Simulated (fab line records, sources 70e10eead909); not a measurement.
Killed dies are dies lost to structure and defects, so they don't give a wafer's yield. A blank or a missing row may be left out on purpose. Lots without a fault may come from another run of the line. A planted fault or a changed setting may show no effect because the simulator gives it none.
fab line records | flow nand_harc
record lots=6 wafers=18 last_day=24
route steps=1159 shown P_GATE@170 END@1159
lots that met no fault: from a run of the same line without faults
start_h: hours from the record's first day to the start of the lot's first wafer shown | wait_h: hours since the lot's step before | " the same as in the row above | L1.1+2: a row that stands for several wafers | - no value, or no start given | * or withheld: withheld | < > ~ a bound
route shown NAME@n: a module of which the file shows steps, and the number in the route of the first | usual: mean/standard deviation of fault-free wafers | same: alike in all rows | chamber/n: place in a boat | sites: the reading at each site | _std_site: their standard deviation | _edge_site: outer sites' mean less inner sites' | radius_mm: how far each site lies from the wafer's centre | mask NAME#n: copy n | behind: the tool/chamber that last shaped the wafer | hold: why the lot was held/for how many hours/how that ended | device: the transistor (n, p or np) that didn't switch | end of line: the same wafers' tests at the end of the route | a step without rows: its recipe alone | killed: dies lost to structure and defects at the first sort, not the wafer's yield | map: a wafer's dies, x killed, . not, _ none there
set.NAME: the setting as run; set.NAME@STEP: as run at that earlier step | model.NAME: the simulator's own value behind a step, which no gauge read
lots at some steps of the route; a table a step, a row a wafer
services: from which hour (start_h, from the record's first day; less than 0 if before it) a tool's chamber was out of use, for how many hours, and why
## steps
# step NHARC_P_GATE_CD_MEAS_46
# recipe target_cd_nm=720 landing_energy_ev=500
# usual cd_nm=719.4/1.6
# columns lot.wafer tool chamber start_h wait_h cd_nm
L825.1 cd_sem-02 0 141.57 - 717.6
L825.2 " 0 " " 717.3
L825.4 " 0 " " 721.0
L826.2 cd_sem-02 0 148.21 - 720.6
L826.3 " 0 " " 718.0
L826.6 " 0 " " 717.1
L828.1 cd_sem-01 0 161.18 - 716.0
L828.2 " 0 " " 718.8
L828.3 " 0 " " 716.5
L835.2 cd_sem-02 0 205.31 - 718.7
L835.5 " 0 " " 720.7
L835.6 " 0 " " 722.0
L836.3 cd_sem-03 0 208.91 - 720.5
L836.5 " 0 " " 720.2
L836.6 " 0 " " 718.3
L840.2 cd_sem-02 0 234.88 - 720.1
L840.3 " 0 " " 720.5
L840.4 " 0 " " 719.8
# step NHARC_P_GATE_HARDBAKE_47
# recipe temp_c=125 time_s=80
# step NHARC_P_GATE_DESCUM_48
# recipe time_s=3 o2_flow_sccm=200 ar_flow_sccm=0 bias_power_w=0 chemistry=O2
# step NHARC_P_GATE_IMPLANT_49
# recipe energy_kev=30 dose_cm2=3e+15 tilt_deg=7
# step NHARC_P_GATE_STRIP_111
# recipe power_w=1500 temp_c=110 time_s=250 chemistry=N2/H2
# usual drypump_motor_current_A=5.81/0.27 heater_power_w=89/12
# columns lot.wafer tool chamber start_h wait_h drypump_motor_current_A heater_power_w rf_hours_counter_h
L825.2 plasma_asher-01 1 142.10 0.2 6.18 70 12
L825.1 " 0 " " 5.50 102 12
L825.4 " 0 " " 5.51 101 -
L826.2 plasma_asher-02 0 148.73 0.2 5.95 97 45
L826.3 " 1 " " 5.62 91 -
L826.6 " 0 " " 5.96 97 -
L828.2 plasma_asher-02 1 161.71 0.2 5.61 91 50
L828.1 " 0 " " 5.93 98 50
L828.3 " 0 " " 5.97 96 -
L835.2 plasma_asher-02 0 205.90 0.2 5.97 93 5
L835.6 " 1 " " 5.59 94 -
L835.5 " 0 " " 5.95 95 -
L836.3 plasma_asher-02 0 210.31 1.0 5.96 94 -
L836.6 " 1 " " 5.57 90 -
L836.5 " 0 " " 5.93 95 -
L840.2 plasma_asher-02 1 235.49 0.2 5.53 90 17
L840.3 " 0 " " 5.95 92 -
L840.4 " 1 " " 5.56 88 -
# step NHARC_P_GATE_STRIP_75
# recipe power_w=1500 temp_c=250 chemistry=O2
# step NHARC_P_GATE_STRIP_50
# recipe time_s=900 temp_c=130 chemistry=SPM
# step NHARC_P_GATE_DEHYDRATE_51
# recipe temp_c=150 time_s=120
# step NHARC_P_GATE_HMDS_52
# recipe time_s=30
# step NHARC_P_GATE_COAT_53
# recipe spin_rpm=3000
# step NHARC_P_GATE_SOFTBAKE_54
# recipe temp_c=122 time_s=95
# step NHARC_P_GATE_EBR_55
# step NHARC_P_GATE_EXPOSE_56
# recipe na=0.6 target_cd_nm=720 dose_mj=14.81 mask_id=P_PSD
# usual exposure_dose_mJ_cm2=14.809/0.015 focus_offset_nm=-0.1/0.51
# columns lot.wafer tool chamber start_h wait_h mask exposure_dose_mJ_cm2 focus_offset_nm
L825.1 krf_scanner-01 - 143.17 - P_PSD#0 - -
L825.2 " - " " P_PSD#0 - -
L825.4 " - " " P_PSD#0 - -
L826.2 krf_scanner-02 - 149.80 - P_PSD#0 - -
L826.3 " - " " P_PSD#0 - -
L826.6 " - " " P_PSD#0 - -
L828.1 krf_scanner-02 0 162.78 - P_PSD#0 14.821 -0.5
L828.2 " 0 " " P_PSD#0 14.812 -0.1
L828.3 " 0 " " P_PSD#0 14.828 0.2
L835.2 krf_scanner-03 0 206.80 - P_PSD#0 14.803 0.3
L835.5 " 0 " " P_PSD#0 14.803 -0.1
L835.6 " 0 " " P_PSD#0 14.838 0.3
L836.3 krf_scanner-01 0 211.25 - P_PSD#0 14.783 -0.6
L836.5 " 0 " " P_PSD#0 14.779 -0.1
L836.6 " 0 " " P_PSD#0 14.798 -0.8
L840.2 krf_scanner-02 0 236.39 - P_PSD#0 14.809 0.2
L840.3 " 0 " " P_PSD#0 14.815 0.3
L840.4 " 0 " " P_PSD#0 14.818 0.6
# step NHARC_P_GATE_PEB_57
# recipe peb_temp_c=118 peb_time_s=85
# step NHARC_P_GATE_DEVELOP_58
# recipe time_s=70
# step NHARC_P_GATE_CD_MEAS_59
# recipe target_cd_nm=720 landing_energy_ev=500
# usual cd_nm=720.4/1.6
# columns lot.wafer tool chamber start_h wait_h cd_nm
L825.1 cd_sem-02 0 143.32 - -
L825.2 " 0 " " -
L825.4 " 0 " " -
L826.2 cd_sem-03 0 149.97 - -
L826.3 " 0 " " -
L826.6 " 0 " " -
L828.1 cd_sem-02 0 162.93 - 718.3
L828.2 " 0 " " 719.7
L828.3 " 0 " " 721.9
L835.2 cd_sem-01 0 206.95 - 720.2
L835.5 " 0 " " 719.4
L835.6 " 0 " " 719.9
L836.3 cd_sem-03 0 211.41 - 718.8
L836.5 " 0 " " 721.8
L836.6 " 0 " " 722.1
L840.2 cd_sem-01 0 236.54 - 722.4
L840.3 " 0 " " 720.4
L840.4 " 0 " " 721.0
# step NHARC_P_GATE_HARDBAKE_60
# recipe temp_c=125 time_s=80
# step NHARC_P_GATE_DESCUM_61
# recipe time_s=3 o2_flow_sccm=200 ar_flow_sccm=0 bias_power_w=0 chemistry=O2
# usual drypump_motor_current_A=5.4/0.5 oes_product_au=1.001/0.008 rf_vpp_V=57.8/0.86 showerhead_plenum_p_Torr=1.93/0.061 throttle_valve_pct=11.310/0.0096
# columns lot.wafer tool chamber start_h wait_h drypump_motor_current_A oes_product_au rf_hours_counter_h rf_vpp_V showerhead_plenum_p_Torr throttle_valve_pct
L825.1 rie_diel-02 3 143.50 - 5.7 1.019 30 57.1 1.86 11.299
L825.2 " 0 " " 4.7 0.998 32 58.0 1.98 11.309
L825.4 " 1 " " 5.3 1.006 33 59.0 1.90 11.314
L826.2 rie_diel-02 1 150.14 - 5.3 1.003 35 57.6 1.90 11.312
L826.3 " 2 " " 5.3 0.986 31 57.0 1.90 11.307
L826.6 " 2 " " 5.4 0.988 - 56.9 1.90 11.315
L828.2 rie_diel-03 0 163.09 - 5.6 1.001 38 58.0 2.01 11.316
L828.1 " 1 " " 4.9 1.005 44 57.4 1.98 11.313
L828.3 " 2 " " 5.6 0.991 41 58.3 2.03 11.324
L835.2 rie_diel-02 1 207.12 - 5.3 0.992 10 57.4 1.89 11.332
L835.6 " 0 " " 4.7 0.998 - 58.3 1.98 11.303
L835.5 " 1 " " 5.3 1.008 - 58.0 1.89 11.309
L836.3 rie_diel-02 0 211.57 - 4.7 1.014 11 59.3 1.98 11.303
L836.5 " 3 " " 5.7 1.001 - 58.0 1.85 11.311
L836.6 " 0 " " 4.7 0.998 - 56.7 1.98 11.308
L840.2 rie_diel-02 3 236.70 - 5.7 0.989 14 56.7 1.85 11.311
L840.4 " 1 " " 5.3 1.010 15 57.9 1.89 11.330
L840.3 " 2 " " 5.4 0.999 13 57.7 1.89 11.319
# step NHARC_P_GATE_IMPLANT_62
# recipe energy_kev=20 dose_cm2=3e+15 tilt_deg=7
# step NHARC_P_GATE_STRIP_112
# recipe power_w=1500 temp_c=110 time_s=200 chemistry=N2/H2
# usual drypump_motor_current_A=5.81/0.27 heater_power_w=89/13
# columns lot.wafer tool chamber start_h wait_h drypump_motor_current_A heater_power_w rf_hours_counter_h
L825.2 plasma_asher-01 0 143.85 0.2 5.51 106 13
L825.1 " 1 " " 6.15 69 13
L825.4 " 0 " " 5.49 99 -
L826.2 plasma_asher-01 0 150.52 0.2 5.50 101 15
L826.3 " 0 " " 5.52 101 -
L826.6 " 1 " " 6.17 69 -
L828.2 plasma_asher-02 0 163.46 0.2 5.96 97 50
L828.1 " 1 " " 5.59 90 50
L828.3 " 1 " " 5.59 91 -
L835.2 plasma_asher-02 1 207.52 0.2 5.62 88 6
L835.5 " 0 " " 5.92 92 -
L835.6 " 1 " " 5.58 89 -
L836.3 plasma_asher-02 1 212.02 0.2 5.59 88 -
L836.6 " 1 " " 5.61 90 -
L836.5 " 0 " " 5.96 92 -
L840.2 plasma_asher-01 0 237.08 0.2 5.50 101 42
L840.3 " 0 " " 5.54 102 -
L840.4 " 1 " " 6.17 69 -
# step NHARC_P_GATE_STRIP_76
# recipe power_w=1500 temp_c=250 chemistry=O2
# usual drypump_motor_current_A=5.81/0.27 heater_power_w=332/48
# columns lot.wafer tool chamber start_h wait_h drypump_motor_current_A heater_power_w rf_hours_counter_h
L825.2 plasma_asher-01 0 144.12 0.2 5.51 386 13
L825.1 " 1 " " 6.17 264 13
L825.4 " 0 " " 5.52 378 -
L826.2 plasma_asher-01 0 150.78 0.2 5.54 398 15
L826.3 " 0 " " 5.52 381 -
L826.6 " 1 " " 6.18 260 -
L828.2 plasma_asher-02 0 163.72 0.2 5.94 360 51
L828.1 " 1 " " 5.58 343 51
L828.3 " 1 " " 5.60 335 -
L835.2 plasma_asher-02 1 207.75 0.2 5.60 339 6
L835.5 " 0 " " 5.96 350 -
L835.6 " 1 " " 5.59 334 -
L836.3 plasma_asher-02 1 212.21 0.2 5.60 337 -
L836.6 " 1 " " 5.57 328 -
L836.5 " 0 " " 5.92 349 -
L840.2 plasma_asher-01 0 237.34 0.2 5.53 375 43
L840.3 " 0 " " 5.55 380 -
L840.4 " 1 " " 6.18 254 -
# step NHARC_P_GATE_STRIP_63
# recipe time_s=900 temp_c=130 chemistry=SPM
# step NHARC_P_GATE_DEHYDRATE_83
# recipe temp_c=150 time_s=120
# step NHARC_P_GATE_HMDS_84
# recipe time_s=30
# step NHARC_P_GATE_COAT_85
# recipe spin_rpm=3000
# step NHARC_P_GATE_SOFTBAKE_86
# recipe temp_c=122 time_s=95
# step NHARC_P_GATE_EBR_87
# step NHARC_P_GATE_EXPOSE_88
# recipe na=0.6 target_cd_nm=2000 dose_mj=11.87 mask_id=P_HVN
# step NHARC_P_GATE_PEB_89
# recipe peb_temp_c=118 peb_time_s=85
# step NHARC_P_GATE_DEVELOP_90
# recipe time_s=70
# step NHARC_P_GATE_CD_MEAS_91
# recipe target_cd_nm=2000 landing_energy_ev=500
# usual cd_nm=1999.9/2
# columns lot.wafer tool chamber start_h wait_h cd_nm
L825.1 cd_sem-02 0 144.91 - 1995.4
L825.2 " 0 " " 1997.6
L825.4 " 0 " " 1997.8
L826.2 cd_sem-01 0 151.58 - 2001.1
L826.3 " 0 " " 2002.0
L826.6 " 0 " " 2000.3
L828.1 cd_sem-03 0 164.65 - 1998.5
L828.2 " 0 " " 1998.7
L828.3 " 0 " " 1996.5
L835.2 cd_sem-02 0 208.54 - 1999.4
L835.5 " 0 " " 1999.4
L835.6 " 0 " " 2000.2
L836.3 cd_sem-01 0 212.99 - 1998.5
L836.5 " 0 " " 1997.6
L836.6 " 0 " " 1997.4
L840.2 cd_sem-02 0 238.26 - 2001.4
L840.3 " 0 " " 2001.5
L840.4 " 0 " " 2002.0
# step NHARC_P_GATE_HARDBAKE_92
# recipe temp_c=125 time_s=80
# step NHARC_P_GATE_DESCUM_93
# recipe time_s=3 o2_flow_sccm=200 ar_flow_sccm=0 bias_power_w=0 chemistry=O2
# step NHARC_P_GATE_IMPLANT_94
# recipe energy_kev=60 dose_cm2=2e+15 tilt_deg=7
# step NHARC_P_GATE_STRIP_113
# recipe power_w=1500 temp_c=110 time_s=740 chemistry=N2/H2
# step NHARC_P_GATE_STRIP_95
# recipe power_w=1500 temp_c=250 chemistry=O2
# usual drypump_motor_current_A=5.81/0.27 heater_power_w=331/47
# columns lot.wafer tool chamber start_h wait_h drypump_motor_current_A heater_power_w rf_hours_counter_h
L825.1 plasma_asher-01 1 146.17 0.6 6.18 252 14
L825.2 " 0 " " 5.52 386 14
L825.4 " 0 " " 5.51 393 -
L826.2 plasma_asher-02 0 152.90 0.6 5.93 356 47
L826.3 " 1 " " 5.59 336 -
L826.6 " 0 " " 5.96 362 -
L828.2 plasma_asher-02 0 165.89 0.6 5.93 363 51
L828.1 " 1 " " 5.62 328 51
L828.3 " 1 " " 5.61 327 -
L835.2 plasma_asher-02 1 209.83 0.5 5.58 333 7
L835.5 " 0 " " 5.94 346 -
L835.6 " 1 " " 5.59 327 -
L836.3 plasma_asher-02 1 214.27 0.3 5.58 341 -
L836.5 " 0 " " 5.95 345 -
L836.6 " 1 " " 5.54 334 -
L840.2 plasma_asher-02 1 239.52 0.5 5.59 330 19
L840.3 " 0 " " 5.95 344 -
L840.4 " 1 " " 5.57 332 -
# step NHARC_P_GATE_STRIP_96
# recipe time_s=900 temp_c=130 chemistry=SPM
# step NHARC_P_GATE_RTA_64
# recipe temp_c=1050 time_s=1
# step NHARC_P_GATE_ETCH_77
# recipe target_depth_a=60 chemistry=dHF material=SiO2
# step NHARC_P_GATE_DEGAS_109
# recipe temp_c=300 time_s=60
# step NHARC_P_GATE_PRE_CLEAN_110
# recipe time_s=30 bias_v=200 gas=Ar
# step NHARC_P_GATE_SPUTTER_78
# recipe target_thk_a=100 material=Ni
# step NHARC_END_SORT_01
# recipe temp_c=25
# usual killed_at_array=26/10 killed_at_other=0.5/0.87 killed_at_periphery=3.0/2.5 killed_dies=29/11 killed_open=3.3/1.9 killed_short=1.8/1.5
# same gross_dies=677
# columns lot.wafer tool chamber start_h wait_h killed_at_array killed_at_other killed_at_periphery killed_dies killed_open killed_short
L825.1 prober-01 0 482.02 2.5 24 2 651 677 4 1
L825.2 prober-01 0 482.82 2.8 27 0 650 677 1 3
L825.4 prober-01 0 484.43 3.4 29 0 648 677 2 4
L826.2 prober-02 0 492.12 2.8 24 0 653 677 4 1
L826.3 prober-02 0 492.92 3.1 25 0 652 677 4 1
L826.6 prober-02 0 495.33 4.0 29 0 648 677 3 3
L828.1 prober-02 0 499.11 2.5 48 0 2 50 4 1
L828.2 prober-02 0 499.92 2.8 37 0 3 40 5 1
L828.3 prober-02 0 500.73 3.1 42 0 0 42 1 0
# killed by level:class
L825.1 P_GATE:area_expose=649 A_CHANNEL_HOLE_D1:chamber_film_flake=17 A_M1:chamber_film_flake=2 P_M0:geometric_particle:open=1 A_ONON_D1:geometric_particle:open=1 A_CHANNEL_HOLE_D1:geometric_particle:open=1 A_CHANNEL_FILL_D1:geometric_particle:open=1 STARTING-WAFER:geometric_particle:short=1
L825.2 P_GATE:area_expose=647 A_CHANNEL_HOLE_D1:chamber_film_flake=20 A_CONTACT:chamber_film_flake=2 P_M0:chamber_film_flake=2 P_M0:geometric_particle:short=1 A_SOURCE_PLATE:geometric_particle:short=1 A_SOURCE_PLATE:geometric_particle:open=1 A_ONON_D1:geometric_particle:short=1
L825.4 P_GATE:area_expose=647 A_CHANNEL_HOLE_D1:chamber_film_flake=18 A_WL_FILL:geometric_particle:short=2 A_CONTACT:geometric_particle:open=2 A_SLIT:chamber_film_flake=2 A_ONON_D1:geometric_particle:short=1 A_CONTACT:geometric_particle:short=1 P_M0:chamber_film_flake=1
L826.2 P_GATE:area_expose=649 A_CHANNEL_HOLE_D1:chamber_film_flake=21 P_CONTACT:geometric_particle:open=2 P_M0:geometric_particle:open=1 A_ONON_D1:geometric_particle:open=1 A_CHANNEL_FILL_D1:geometric_particle:short=1 P_STI:chamber_film_flake=1 A_CONTACT:chamber_film_flake=1
L826.3 P_GATE:area_expose=651 A_CHANNEL_HOLE_D1:chamber_film_flake=14 A_CONTACT:chamber_film_flake=4 A_STAIRCASE:chamber_film_flake=2 P_CONTACT:geometric_particle:open=1 A_WL_FILL:geometric_particle:short=1 A_CONTACT:geometric_particle:open=1 A_BLC:geometric_particle:open=1
L826.6 P_GATE:area_expose=647 A_CHANNEL_HOLE_D1:chamber_film_flake=14 A_CONTACT:chamber_film_flake=7 A_M0:geometric_particle:open=3 A_CHANNEL_FILL_D1:geometric_particle:short=2 A_BONDPAD:chamber_film_flake=2 A_WL_FILL:geometric_particle:short=1 P_STI:chamber_film_flake=1
L828.1 A_SLIT:chamber_film_flake=15 A_CHANNEL_HOLE_D1:chamber_film_flake=14 A_M1:chamber_film_flake=6 A_CONTACT:chamber_film_flake=4 A_WL_FILL:geometric_particle:open=3 A_STAIRCASE:chamber_film_flake=2 A_WL_FILL:geometric_particle:short=1 A_M0:geometric_particle:open=1
L828.2 A_CHANNEL_HOLE_D1:chamber_film_flake=17 A_SLIT:chamber_film_flake=9 A_M1:chamber_film_flake=5 A_CONTACT:geometric_particle:open=2 P_M1:geometric_particle:open=1 P_BONDPAD:geometric_particle:open=1 A_ONON_D1:geometric_particle:open=1 A_WL_FILL:geometric_particle:short=1
L828.3 A_CHANNEL_HOLE_D1:chamber_film_flake=23 A_SLIT:chamber_film_flake=12 A_M1:chamber_film_flake=6 A_CONTACT:geometric_particle:open=1
# map L825.1 (x killed, . not)
____________x____________
_________xxxxxxx_________
_______xxxxxxxxxxx_______
______xxxxxxxxxxxxx______
_____xxxxxxxxxxxxxxx_____
____xxxxxxxxxxxxxxxxx____
____xxxxxxxxxxxxxxxxx____
___xxxxxxxxxxxxxxxxxxx___
___xxxxxxxxxxxxxxxxxxx___
__xxxxxxxxxxxxxxxxxxxxx__
__xxxxxxxxxxxxxxxxxxxxx__
_xxxxxxxxxxxxxxxxxxxxxxx_
_xxxxxxxxxxxxxxxxxxxxxxx_
_xxxxxxxxxxxxxxxxxxxxxxx_
_xxxxxxxxxxxxxxxxxxxxxxx_
_xxxxxxxxxxxxxxxxxxxxxxx_
xxxxxxxxxxxxxxxxxxxxxxxxx
xxxxxxxxxxxxxxxxxxxxxxxxx
xxxxxxxxxxxxxxxxxxxxxxxxx
xxxxxxxxxxxxxxxxxxxxxxxxx
xxxxxxxxxxxxxxxxxxxxxxxxx
_xxxxxxxxxxxxxxxxxxxxxxx_
_xxxxxxxxxxxxxxxxxxxxxxx_
_xxxxxxxxxxxxxxxxxxxxxxx_
_xxxxxxxxxxxxxxxxxxxxxxx_
_xxxxxxxxxxxxxxxxxxxxxxx_
__xxxxxxxxxxxxxxxxxxxxx__
__xxxxxxxxxxxxxxxxxxxxx__
___xxxxxxxxxxxxxxxxxxx___
___xxxxxxxxxxxxxxxxxxx___
____xxxxxxxxxxxxxxxxx____
____xxxxxxxxxxxxxxxxx____
_____xxxxxxxxxxxxxxx_____
______xxxxxxxxxxxxx______
_______xxxxxxxxxxx_______
_________xxxxxxx_________
____________x____________
# map L826.2 (x killed, . not)
____________x____________
_________xxxxxxx_________
_______xxxxxxxxxxx_______
______xxxxxxxxxxxxx______
_____xxxxxxxxxxxxxxx_____
____xxxxxxxxxxxxxxxxx____
____xxxxxxxxxxxxxxxxx____
___xxxxxxxxxxxxxxxxxxx___
___xxxxxxxxxxxxxxxxxxx___
__xxxxxxxxxxxxxxxxxxxxx__
__xxxxxxxxxxxxxxxxxxxxx__
_xxxxxxxxxxxxxxxxxxxxxxx_
_xxxxxxxxxxxxxxxxxxxxxxx_
_xxxxxxxxxxxxxxxxxxxxxxx_
_xxxxxxxxxxxxxxxxxxxxxxx_
_xxxxxxxxxxxxxxxxxxxxxxx_
xxxxxxxxxxxxxxxxxxxxxxxxx
xxxxxxxxxxxxxxxxxxxxxxxxx
xxxxxxxxxxxxxxxxxxxxxxxxx
xxxxxxxxxxxxxxxxxxxxxxxxx
xxxxxxxxxxxxxxxxxxxxxxxxx
_xxxxxxxxxxxxxxxxxxxxxxx_
_xxxxxxxxxxxxxxxxxxxxxxx_
_xxxxxxxxxxxxxxxxxxxxxxx_
_xxxxxxxxxxxxxxxxxxxxxxx_
_xxxxxxxxxxxxxxxxxxxxxxx_
__xxxxxxxxxxxxxxxxxxxxx__
__xxxxxxxxxxxxxxxxxxxxx__
___xxxxxxxxxxxxxxxxxxx___
___xxxxxxxxxxxxxxxxxxx___
____xxxxxxxxxxxxxxxxx____
____xxxxxxxxxxxxxxxxx____
_____xxxxxxxxxxxxxxx_____
______xxxxxxxxxxxxx______
_______xxxxxxxxxxx_______
_________xxxxxxx_________
____________x____________
## services
# columns tool chamber start_h hours kind
rie_diel-03 2 125.38 6.1 repair
rie_diel-03 - 129.29 0.2 repair
rie_diel-02 0 129.87 - clean
rie_diel-02 1 129.87 - clean
rie_diel-02 2 129.87 - clean
plasma_asher-02 - 133.31 0.3 repair
rie_diel-03 0 140.09 5.1 repair
rie_diel-02 3 144.75 8.2 repair
krf_scanner-01 - 147.75 7.0 repair
rie_diel-02 - 150.70 9.0 pm
krf_scanner-03 - 168.00 4.0 pm
krf_scanner-02 - 171.90 2.2 repair
rie_diel-03 2 175.48 10.4 repair
plasma_asher-02 - 183.00 9.0 pm
plasma_asher-02 0 183.00 9.0 vent_cycle
plasma_asher-02 1 183.00 9.0 vent_cycle
krf_scanner-02 - 184.10 0.7 repair
rie_diel-02 3 184.48 4.1 repair
rie_diel-02 2 186.18 7.2 repair
plasma_asher-02 0 192.00 - clean
plasma_asher-02 1 192.00 - clean
krf_scanner-02 - 210.00 4.0 pm
rie_diel-03 - 215.46 9.0 pm
krf_scanner-03 - 236.41 0.4 repair
## key
first_sign step=NHARC_P_GATE_EXPOSE_56 reading=tool_record direction=missing
effect step=NHARC_P_GATE_CD_MEAS_59 reading=cd_nm direction=missing
effect step=NHARC_END_SORT_01 reading=killed_at_periphery direction=up sigmas=99+ usual=3.0 struck=650.3
more_kills_born_at NHARC_P_GATE_EXPOSE_56@krf_scanner-02=1947 NHARC_P_GATE_EXPOSE_56@krf_scanner-01=1943
met_at NHARC_P_GATE_EXPOSE_56
struck_wafers L825.1,L825.2,L825.4,L826.2,L826.3,L826.6
later_rows_left_out L825.1,L825.2,L825.4,L826.2,L826.3,L826.6
tester_left_out L825,L826
earlier_fault kind=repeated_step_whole tool=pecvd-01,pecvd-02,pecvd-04 chamber=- onset_h=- steps=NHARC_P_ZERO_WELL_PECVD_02 times=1 scope=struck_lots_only
fault kind=skipped_step_whole tool=krf_scanner-01,krf_scanner-02 chamber=- onset_h=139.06 steps=NHARC_P_GATE_EXPOSE_56 scope=struck_lots_only
# tester_left_out: of these lots the tester's yield and bins aren't shown, on N5 and GAA mostly nor the transistor test; their killed dies are dies lost to structure and defects alone, not to doping, threshold or leakage, so they don't give the yield
# later_rows_left_out: the simulator's readings of these wafers behind a module that went badly wrong aren't trusted and aren't shown, but for the sort
